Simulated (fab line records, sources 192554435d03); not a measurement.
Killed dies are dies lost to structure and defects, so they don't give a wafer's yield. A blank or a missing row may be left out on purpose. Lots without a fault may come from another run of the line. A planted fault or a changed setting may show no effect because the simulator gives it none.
fab line records | flow n5_finfet
record lots=4 wafers=12 last_day=16
route steps=1938 shown DUMMY_GATE@239 SPACER0@258 SD_EPI_N@262 SD_EPI_P@329 SD_ACTIVATION@334 BEOL_M4@1111 PASSIVATION@1936
lots that met no fault: from a run of the same line without faults
start_h: hours from the record's first day to the start of the lot's first wafer shown | wait_h: hours since the lot's step before | " the same as in the row above | L1.1+2: a row that stands for several wafers | - no value, or no start given | * or withheld: withheld | < > ~ a bound
route shown NAME@n: a module of which the file shows steps, and the number in the route of the first | usual: mean/standard deviation of fault-free wafers | same: alike in all rows | chamber/n: place in a boat | sites: the reading at each site | _std_site: their standard deviation | _edge_site: outer sites' mean less inner sites' | radius_mm: how far each site lies from the wafer's centre | mask NAME#n: copy n | behind: the tool/chamber that last shaped the wafer | hold: why the lot was held/for how many hours/how that ended | device: the transistor (n, p or np) that didn't switch | end of line: the same wafers' tests at the end of the route | a step without rows: its recipe alone | killed: dies lost to structure and defects at the first sort, not the wafer's yield | map: a wafer's dies, x killed, . not, _ none there
set.NAME: the setting as run; set.NAME@STEP: as run at that earlier step | model.NAME: the simulator's own value behind a step, which no gauge read
lots at some steps of the route; a table a step, a row a wafer
services: from which hour (start_h, from the record's first day; less than 0 if before it) a tool's chamber was out of use, for how many hours, and why
## steps
# step N5_DUMMY_GATE_STRIP_39
# recipe chemistry=N2/H2 temp_c=40 n2_flow_sccm=200 h2_flow_sccm=200 rf_frequency_hz=6e+07
# step N5_DUMMY_GATE_TRIM_49
# recipe chemistry=O2 resist=SOC time_s=29 target_cd_nm=14 source_power_w=300 bias_power_w=0 O2_flow_sccm=100 temp_c=20
# step N5_DUMMY_GATE_STRIP_40
# recipe chemistry=CF4 resist=SiARC power_w=300 bias_power_w=75 pressure_mtorr=50 cf4_flow_sccm=150 rf_frequency_hz=6e+07
# step N5_DUMMY_GATE_ETCH_31
# recipe chemistry=C4F6/O2 target=SiO2 mask_material=SOC target_depth_a=825 time_s=27.5 ion_energy_ev=250 pressure_mtorr=30 source_w=345 bias_w=185 Ar_flow_sccm=300 C4F6_flow_sccm=10 O2_flow_sccm=10
# step N5_DUMMY_GATE_STRIP_41
# recipe chemistry=O2 power_w=400 temp_c=40 pressure_mtorr=30 rf_frequency_hz=6e+07 bias_power_w=0 overash_fraction=0.3 o2_flow_sccm=225
# step N5_DUMMY_GATE_HM_OPEN_21
# recipe chemistry=CH3F/O2 target=SiNx target_depth_a=1200 Ar_flow_sccm=150 CH3F_flow_sccm=30 O2_flow_sccm=23 time_s=171.4 pressure_mtorr=30 source_w=395 bias_w=73 ion_energy_ev=120.7
# step N5_DUMMY_GATE_ETCH_32
# recipe chemistry=CF4 target=SiO2 target_depth_a=35 time_s=3.9 ion_energy_ev=350 pressure_mtorr=10 icp_w=800 bias_w=400 cf4_flow_sccm=80
# step N5_DUMMY_GATE_ETCH_23
# recipe chemistry=HBr/Cl2/O2 HBr_flow_sccm=150 Cl2_flow_sccm=80 O2_flow_sccm=12 bias_w=102 target_depth_a=410 time_s=22.3 target=poly-Si mask_material=SiO2 pressure_mtorr=10 icp_w=800
# step N5_DUMMY_GATE_ETCH_44
# recipe chemistry=HBr/O2 over_etch_frac=0.7 target_depth_a=1275 stop_on=SiO2 ion_energy_ev=60 bias_w=20 target=poly-Si mask_material=SiO2 pressure_mtorr=20 icp_w=400 HBr_flow_sccm=120 O2_flow_sccm=10
# step N5_DUMMY_GATE_ETCH_42
# recipe chemistry=CHF3/O2 target=SiO2 target_depth_a=35 time_s=31 ion_energy_ev=30 bias_w=12 pressure_mtorr=30 source_w=600 Ar_flow_sccm=200 CHF3_flow_sccm=50 O2_flow_sccm=5
# step N5_DUMMY_GATE_STRIP_48
# recipe chemistry=N2/H2 time_s=20 power_w=100 temp_c=40 pressure_mtorr=100 rf_frequency_hz=6e+07 bias_power_w=3 n2_flow_sccm=300 h2_flow_sccm=300
# usual drypump_motor_current_A=5.9/0.44 oes_product_au=0.74/0.032 rf_vpp_V=45.3/0.85 showerhead_plenum_p_Torr=3.36/0.12 throttle_valve_pct=12.25/0.14
# columns lot.wafer tool chamber start_h wait_h drypump_motor_current_A oes_product_au rf_hours_counter_h rf_vpp_V showerhead_plenum_p_Torr throttle_valve_pct
L800.2 rie_diel-02 0 70.69 0.0 5.1 0.83 69 45.4 3.55 12.04
L800.3 " 1 " " 6.2 0.78 118 44.9 3.26 12.08
L800.4 " 3 " " 6.6 0.69 - 45.3 3.47 12.39
L813.2 rie_diel-02 0 148.90 0.0 5.1 0.82 91 45.9 3.54 12.10
L813.4 " 3 " " 6.7 0.66 243 45.7 3.46 12.42
L813.5 " 1 " " 6.2 0.77 - 45.8 3.25 12.12
L815.1 rie_diel-04 2 161.62 0.0 5.4 0.75 146 44.2 3.37 12.23
L815.2 " 1 " " 6.0 0.73 155 46.4 3.50 12.29
L815.4 " 0 " " 6.3 0.72 207 42.4 3.19 12.50
L816.1 rie_diel-02 2 168.40 0.0 6.1 0.74 157 44.2 3.37 12.12
L816.3 " 1 " " 6.2 0.75 143 45.4 3.25 12.13
L816.4 " 3 " " 6.7 0.66 247 46.9 3.45 12.43
# step N5_DUMMY_GATE_PRECLEAN_33
# recipe chemistry=dHF time_s=10 dilution=750:1 temp_c=25
# step N5_DUMMY_GATE_PRECLEAN_25
# recipe chemistry=O3/DIW time_s=45 temp_c=22 o3_ppm=10
# step N5_DUMMY_GATE_PRECLEAN_51
# recipe chemistry=SC2 time_s=45 temp_c=35 mix=1:1:50
# step N5_DUMMY_GATE_SRD_26
# recipe dry=ipa_marangoni time_s=30 temp_c=23 rinse_liquid=diw
# step N5_DUMMY_GATE_UV_OZONE_45
# recipe time_s=120 pressure_torr=760 temp_c=25
# step N5_DUMMY_GATE_INSPECT_27
# recipe inspect_instrument=brightfield mode=aei
# usual raw_defect_count=284/70
# columns lot.wafer tool chamber start_h wait_h raw_defect_count
L800.2 defect_inspect-01 - 70.88 0.0 291
L800.3 " - " " 222
L800.4 " - " " 354
L813.2 defect_inspect-01 - 149.09 0.0 752
L813.4 " - " " 674
L813.5 " - " " 734
L815.1 defect_inspect-01 - 161.81 0.0 252
L815.2 " - " " 203
L815.4 " - " " 291
L816.1 defect_inspect-01 - 168.59 0.0 734
L816.3 " - " " 725
L816.4 " - " " 691
# step N5_SPACER0_ALD_07
# recipe material=SiNx target_thk_a=20 temp_c=400 ald_precursor_family=SiH2I2 ald_co_reactant=N2/H2-plasma pressure_torr=2
# step N5_SPACER0_ALD_00
# recipe material=SiOCN target_thk_a=35 temp_c=400 ald_precursor_family=alkyl-aminosilane ald_co_reactant=O2/N2-plasma pulse_time_s=3 purge_time_s=2 co_reactant_purge_time_s=2 ald_cycles=58 pressure_torr=2
# step N5_SPACER0_ALD_08
# recipe material=SiNx target_thk_a=20 temp_c=400 ald_precursor_family=SiH2I2 ald_co_reactant=N2/H2-plasma pressure_torr=2
# step N5_SPACER0_INSPECT_04
# recipe inspect_instrument=darkfield mode=post_dep
# usual raw_defect_count=128/30
# columns lot.wafer tool chamber start_h wait_h raw_defect_count
L800.2 defect_inspect-01 - 71.49 0.1 141
L800.3 " - " " 103
L800.4 " - " " 141
L813.2 defect_inspect-02 - 149.69 0.1 555
L813.4 " - " " 522
L813.5 " - " " 563
L815.1 defect_inspect-02 - 162.88 0.1 123
L815.2 " - " " 98
L815.4 " - " " 133
L816.1 defect_inspect-01 - 169.20 0.1 536
L816.3 " - " " 566
L816.4 " - " " 529
# step N5_SD_EPI_N_COAT_32
# recipe resist=SOC temp_c=250 time_s=60 spin_rpm=1500 resist_thk_nm=350
# step N5_SD_EPI_N_COAT_33
# recipe resist=SiARC temp_c=220 time_s=60 spin_rpm=1500 resist_thk_nm=35
# step N5_SD_EPI_N_COAT_03
# recipe resist=CAR-ArF-block spin_rpm=1500 resist_thk_nm=150
# step N5_SD_EPI_N_EBR_05
# recipe solvent=PGMEA ebr_width_mm=1.5
# step N5_SD_EPI_N_SOFTBAKE_04
# recipe temp_c=110 time_s=60 resist=CAR-ArF-block
# step N5_SD_EPI_N_EXPOSE_06
# recipe mask_id=SD_N_BLK na=1.35 source_shape=conventional sigma_outer=0.8 polarization=unpolarized target_cd_nm=120 dose_mj=39.75
# step N5_SD_EPI_N_PEB_07
# recipe peb_temp_c=110 peb_time_s=60 resist=CAR-ArF-block
# step N5_SD_EPI_N_DEVELOP_08
# recipe develop_time_s=30 developer=TMAH resist=CAR-ArF-block dev_temp_c=23 rinse_liquid=diw dry=air_spin
# step N5_SD_EPI_N_INSPECT_11
# recipe mode=adi inspect_instrument=macro
# usual raw_defect_count=2.2/1.5
# columns lot.wafer tool chamber start_h wait_h raw_defect_count
L800.2 defect_inspect-01 - 71.94 0.0 1
L800.3 " - " " 2
L800.4 " - " " 4
L813.2 defect_inspect-02 - 150.02 0.0 >300
L813.4 " - " " >300
L813.5 " - " " >300
L815.1 defect_inspect-02 - 163.34 0.0 1
L815.2 " - " " 3
L815.4 " - " " 5
L816.1 defect_inspect-01 - 169.65 0.0 >300
L816.3 " - " " >300
L816.4 " - " " >300
# step N5_SD_EPI_N_DESCUM_14
# recipe chemistry=O2 time_s=7.9 source_power_w=50 bias_power_w=20 pressure_mtorr=20 rf_frequency_hz=2.712e+07 temp_c=40 resist=CAR-ArF-block o2_flow_sccm=225
# step N5_SD_EPI_N_ETCH_34
# recipe chemistry=CF4 target=SiARC target_depth_a=455 mask_material=CAR-ArF-block time_s=75.8 ion_energy_ev=80 pressure_mtorr=40 source_w=545 bias_w=36 Ar_flow_sccm=100 cf4_flow_sccm=100 ends=cleared
# step N5_SD_EPI_N_ETCH_35
# recipe chemistry=N2/H2 target=SOC overetch_a=1080 mask_material=SiARC temp_c=40 ion_energy_ev=100 source_w=3000 bias_w=133 pressure_mtorr=20 time_s=486 n2_flow_sccm=200 h2_flow_sccm=200
# step N5_SD_EPI_N_STRIP_36
# recipe chemistry=N2/H2 temp_c=40 n2_flow_sccm=200 h2_flow_sccm=200 rf_frequency_hz=6e+07
# step N5_SD_EPI_N_ETCHBACK_44
# recipe chemistry=CH3F/O2 mode=anisotropic_etchback target=SiNx target_depth_a=145 stop_on=SiO2 over_etch_frac=0.3 ion_energy_ev=120 pressure_mtorr=30 source_w=395 bias_w=73 Ar_flow_sccm=150 CH3F_flow_sccm=30 O2_flow_sccm=20
# step N5_SD_EPI_N_ETCH_45
# recipe chemistry=CH3F/O2 target=SiOCN target_depth_a=60 mask_material=SOC ion_energy_ev=60 bias_w=29 pressure_mtorr=15 source_w=410 Ar_flow_sccm=150 CH3F_flow_sccm=30 O2_flow_sccm=20
# step N5_SD_EPI_N_ETCH_16
# recipe chemistry=CHF3/O2 target=SiO2 target_depth_a=50 mask_material=SOC pressure_mtorr=30 source_w=650 bias_w=170 Ar_flow_sccm=200 CHF3_flow_sccm=50 O2_flow_sccm=5 ion_energy_ev=200
# step N5_SD_EPI_N_STRIP_47
# recipe chemistry=CHF3/O2 resist=SiARC rf_frequency_hz=6e+07
# step N5_SD_EPI_N_INSPECT_26
# recipe inspect_instrument=darkfield mode=post_epi
# usual raw_defect_count=191/39
# columns lot.wafer tool chamber start_h wait_h raw_defect_count
L800.2 defect_inspect-01 - 75.91 0.1 184
L800.3 " - " " 171
L800.4 " - " " 190
L813.2 defect_inspect-01 - 154.05 0.1 603
L813.4 " - " " 645
L813.5 " - " " 609
L815.1 defect_inspect-01 - 167.56 0.1 184
L815.2 " - " " 126
L815.4 " - " " 175
L816.1 defect_inspect-01 - 174.26 0.1 606
L816.3 " - " " 600
L816.4 " - " " 599
# step N5_SD_EPI_P_INSPECT_26
# recipe inspect_instrument=darkfield mode=post_epi
# usual raw_defect_count=167/33
# columns lot.wafer tool chamber start_h wait_h raw_defect_count
L800.2 defect_inspect-01 - 80.12 0.0 149
L800.3 " - " " 145
L800.4 " - " " 197
L813.2 defect_inspect-02 - 159.11 0.0 591
L813.4 " - " " 589
L813.5 " - " " 605
L815.1 defect_inspect-01 - 171.76 0.0 161
L815.2 " - " " 129
L815.4 " - " " 182
L816.1 defect_inspect-02 - 178.65 0.0 581
L816.3 " - " " 592
L816.4 " - " " 576
# step N5_SD_ACTIVATION_INSPECT_02
# recipe inspect_instrument=darkfield mode=post_anneal
# usual raw_defect_count=168/33
# columns lot.wafer tool chamber start_h wait_h raw_defect_count
L800.2 defect_inspect-01 - 82.35 0.1 154
L800.3 " - " " 137
L800.4 " - " " 203
L813.2 defect_inspect-01 - 159.86 0.1 563
L813.4 " - " " 581
L813.5 " - " " 579
L815.1 defect_inspect-02 - 172.52 0.2 183
L815.2 " - " " 150
L815.4 " - " " 180
L816.1 defect_inspect-02 - 179.46 0.2 573
L816.3 " - " " 586
L816.4 " - " " 562
# step N5_BEOL_M4_RC_MEAS_101
# usual DIBL_N=35.8/1.6 DIBL_P=36.0/2.1 IOFF_N=0.153/0.026 IOFF_P=0.21/0.037 ION_N=673/11 ION_P=462/7.6 SS_N=71.4/0.53 SS_P=73.2/0.67 VT_N=250/3.2 VT_P=-250/3.7
# columns lot.wafer tool chamber start_h wait_h DIBL_N[mV/V] DIBL_P[mV/V] IOFF_N[nA/um] IOFF_P[nA/um] ION_N[uA/um] ION_P[uA/um] SS_N[mV/dec] SS_P[mV/dec] VT_N[mV] VT_P[mV]
L800.2 prober-01 0 198.29 0.2 37.3 36.1 0.193 0.26 678 470 71.4 73.4 243 -244
L800.3 " 0 " " 37.0 35.8 0.178 0.25 677 470 71.6 73.5 246 -246
L800.4 " 0 " " 36.1 35.0 0.171 0.24 693 480 71.1 73.5 246 -245
L813.2 prober-01 0 276.04 0.2 36.5 38.1 0.170 0.22 676 474 71.2 74.0 249 -250
L813.4 " 0 " " 32.1 32.4 0.097 0.14 646 445 70.9 72.8 257 -258
L813.5 " 0 " " 33.8 34.6 0.127 0.17 657 454 71.2 73.0 253 -255
L816.1 prober-02 0 285.26 0.0 34.6 36.0 0.152 0.20 669 464 71.7 71.9 251 -249
L816.3 " 0 " " 36.1 38.1 0.192 0.26 680 469 72.4 73.9 247 -248
L816.4 " 0 " " 34.1 35.4 0.149 0.21 665 457 71.0 72.8 250 -248
L815.1 prober-01 0 289.30 0.0 38.0 39.5 0.183 0.24 679 465 72.1 74.6 252 -250
L815.2 " 0 " " 39.4 40.2 0.217 0.27 695 469 72.5 74.8 249 -250
L815.4 " 0 " " 36.0 35.2 0.145 0.18 667 454 71.4 73.5 251 -254
# step N5_PASSIVATION_PROBE_49
# usual defect_limited_yield=91.3/1.5 killed_at_M0_to_M3=33/12 killed_at_M4_up=13/5.2 killed_at_contacts=13/6.7 killed_at_front_end=40/11 killed_at_other=4.1/2.7 killed_dies=103/17 killed_open=69/13 killed_short=33/8.4 sort_bin_5_function=5.1/1 sort_bin_6_memory=3.2/0.62 sort_n_pass=1077/17 sort_yield_pct=91.3/1.5
# same gross_dies=1180 killed_at_back_side=0 sort_bin_4_leakage[%]=0 sort_bin_8_speed[%]=0
# columns lot.wafer tool chamber start_h wait_h defect_limited_yield[%] killed_at_M0_to_M3 killed_at_M4_up killed_at_contacts killed_at_front_end killed_at_other killed_dies killed_open killed_short sort_bin_5_function[%] sort_bin_6_memory[%] sort_n_pass sort_yield_pct[%]
L813.2 prober-02 - 388.20 0.1 83.1 25 14 13 144 3 199 61 28 10.6 4.0 981 83.1
L813.4 prober-02 - 388.30 0.2 84.2 37 11 5 130 3 186 49 29 9.8 4.1 994 84.2
L813.5 prober-02 - 388.35 0.2 86.2 22 9 12 118 2 163 52 26 8.6 3.9 1017 86.2
L816.1 prober-01 - 394.70 0.3 87.7 18 5 11 107 4 145 54 16 8.1 3.6 1035 87.7
L816.3 prober-01 - 394.80 0.4 85.8 20 16 12 116 4 168 52 23 9.4 3.6 1012 85.8
L816.4 prober-01 - 394.85 0.4 81.7 36 7 26 144 3 216 78 26 11.9 4.8 964 81.7
# killed by level:class
L813.2 DUMMY_GATE:unspecified=107 FIN_SAQP:geometric_particle:open=15 MOL_CONTACT_COAG:geometric_particle:open=12 FIN_SAQP:geometric_particle:short=11 BEOL_M4:geometric_particle:open=6 BEOL_M2:geometric_particle:open=5 BEOL_M3:geometric_particle:open=5 BEOL_M1:geometric_particle:short=4
L813.4 DUMMY_GATE:unspecified=108 BEOL_M1:geometric_particle:open=8 BEOL_M3:geometric_particle:open=8 BEOL_M4:geometric_particle:open=7 BEOL_M0_SAQP:geometric_particle:short=6 BEOL_M2:geometric_particle:open=5 FIN_SAQP:geometric_particle:short=4 BEOL_M3:geometric_particle:short=4
L813.5 DUMMY_GATE:unspecified=85 BEOL_M2:geometric_particle:open=10 FIN_SAQP:geometric_particle:open=8 DUMMY_GATE:geometric_particle:open=8 FIN_SAQP:geometric_particle:short=7 MOL_CONTACT_COAG:geometric_particle:open=7 MOL_CONTACT_COAG:geometric_particle:short=5 BEOL_M1:geometric_particle:open=4
L816.1 DUMMY_GATE:unspecified=73 MOL_CONTACT_COAG:geometric_particle:open=10 BEOL_M2:geometric_particle:open=8 STI_FIN_REVEAL:geometric_particle:open=6 DUMMY_GATE:geometric_particle:open=5 STARTING-WAFER:geometric_particle:open=5 GATE_CUT:geometric_particle:short=4 GATE_CUT:geometric_particle:open=4
L816.3 DUMMY_GATE:unspecified=92 MOL_CONTACT_COAG:geometric_particle:open=10 STI_FIN_REVEAL:geometric_particle:open=5 BEOL_M0_SAQP:geometric_particle:short=5 BEOL_M0_SAQP:geometric_particle:open=4 BEOL_M2:geometric_particle:open=4 BEOL_M5:geometric_particle:open=4 STARTING-WAFER:geometric_particle:short=4
L816.4 DUMMY_GATE:unspecified=108 MOL_CONTACT_COAG:geometric_particle:open=23 BEOL_M2:geometric_particle:open=8 BEOL_M1:geometric_particle:open=6 BEOL_M3:geometric_particle:open=6 FIN_SAQP:geometric_particle:open=5 BEOL_M0_SAQP:geometric_particle:open=5 STI_FIN_REVEAL:geometric_particle:open=4
# map L813.2 (x killed, . not)
_________________.......x..x.________________
______________.................._____________
___________.x................x.x...__________
__________.xx................x..x.x._________
________............xx...........x...._______
_______...................x...x...x....______
______.x................................_____
_____...x....x.......x...................____
____...............x......x..........x....___
___......x............x....x....x..........__
___x....xx...x........x.x.x.....x........x.__
__x.x................................x......_
__.x...x.........x.x..................x....._
_..x.......................x.................
_......x........x...........................x
_..................x...................x.....
_....xx............xx..x.x.........x.........
_x.....x......x..xxx..xx...x.......x.........
_.............xxxxxxxxxx.....................
_............x.xxxxxxxxxxx...................
_....x..x.....x.xxxxxxxxxxx...x.....x........
__......x...xxxxxxxxxxxxxxx.x..x...x.x..x..x_
__....x..xx...xxxxxxxxxxxxx...........x....._
___.....x....xxxxxxxxxxx...................__
___..x........xxxxxxxxxxx..................__
____x........x..xxxxxxxx..................___
_____...x......xx.xxxx.x.xx..............____
______............x.............x......._____
_______.x..................x...........______
________.........x.........x....x....._______
__________........x................._________
___________x........x..............__________
______________.................._____________
_________________............________________
# map L816.4 (x killed, . not)
_________________............________________
______________..............x..._____________
___________.....x.....x............__________
__________.....x.....x...x.........x_________
________................x..x....x.x..._______
_______...............x................______
______......x..xxx......................_____
_____x.........x.......x..xx......x......____
____x.........xx........x.x...............___
___...........x.............x..x...........__
___.x.x......x.x....x..xxxxxxxx.x..........__
__..........x..........xxx.xxxx............._
__...................xxxxxxxxxxxxx.....x...._
_...................xxxxxxxxxxxxxxx.........x
_.x.........x.......xxxxxxxxxxxx.x.........xx
_x.................xxxxxxxxxxxxxx.......x....
_.............x.....xxxxxxxxxxxxx............
_..x..........x......xxxxxxxxxxxxx.x.........
_x..............x..xxxxxx..x.xxx.............
_................x.x..xxxxxxxx....x..........
_.............x.x........x....x........x.....
__......x............................x.x...x_
__...x...x.....x..........x........x...x...._
___..x.................x....x....x.........__
___..........x....x.....x................x.__
____..xx..x...............................___
_____.x.......x.....x................xx.x____
______.xx..............................._____
_______x....x...x..x.x..............x..______
________...x.......x......x..........._______
__________.........................._________
___________........................__________
______________..x..............._____________
_________________....xx....xx________________
## services
# columns tool chamber start_h hours kind
rie_diel-02 - 53.02 14.6 pm
rie_diel-04 3 60.92 12.0 repair
rie_diel-02 2 69.71 3.8 repair
rie_diel-02 1 71.07 1.3 repair
rie_diel-02 - 104.66 0.8 repair
rie_diel-04 - 117.44 2.2 repair
rie_diel-02 - 126.83 2.8 pm
## key
first_sign step=N5_DUMMY_GATE_INSPECT_27 reading=raw_defect_count direction=up sigmas=6.2 usual=284 struck=718
effect step=N5_SPACER0_INSPECT_04 reading=raw_defect_count direction=up sigmas=14 usual=128 struck=545
effect step=N5_SD_EPI_N_INSPECT_11 reading=raw_defect_count direction=up sigmas=99+ usual=2.2 struck=>300
effect step=N5_SD_EPI_N_INSPECT_26 reading=raw_defect_count direction=up sigmas=11 usual=191 struck=610
effect step=N5_SD_EPI_P_INSPECT_26 reading=raw_defect_count direction=up sigmas=13 usual=167 struck=589
effect step=N5_SD_ACTIVATION_INSPECT_02 reading=raw_defect_count direction=up sigmas=12 usual=168 struck=574
effect step=N5_PASSIVATION_PROBE_49 reading=killed_at_front_end direction=up sigmas=7.8 usual=40 struck=126
more_kills_born_at N5_DUMMY_GATE_STRIP_48@rie_diel-02=573
met_at N5_DUMMY_GATE_STRIP_48
struck_wafers L813.2,L813.4,L813.5,L816.1,L816.3,L816.4
onset_between 70.69 148.90
fault kind=chamber_particle_source tool=rie_diel-02 chamber=- onset_h=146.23 steps=N5_DUMMY_GATE_STRIP_48 rate_per_visit_cm2=0.61497 end_h=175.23
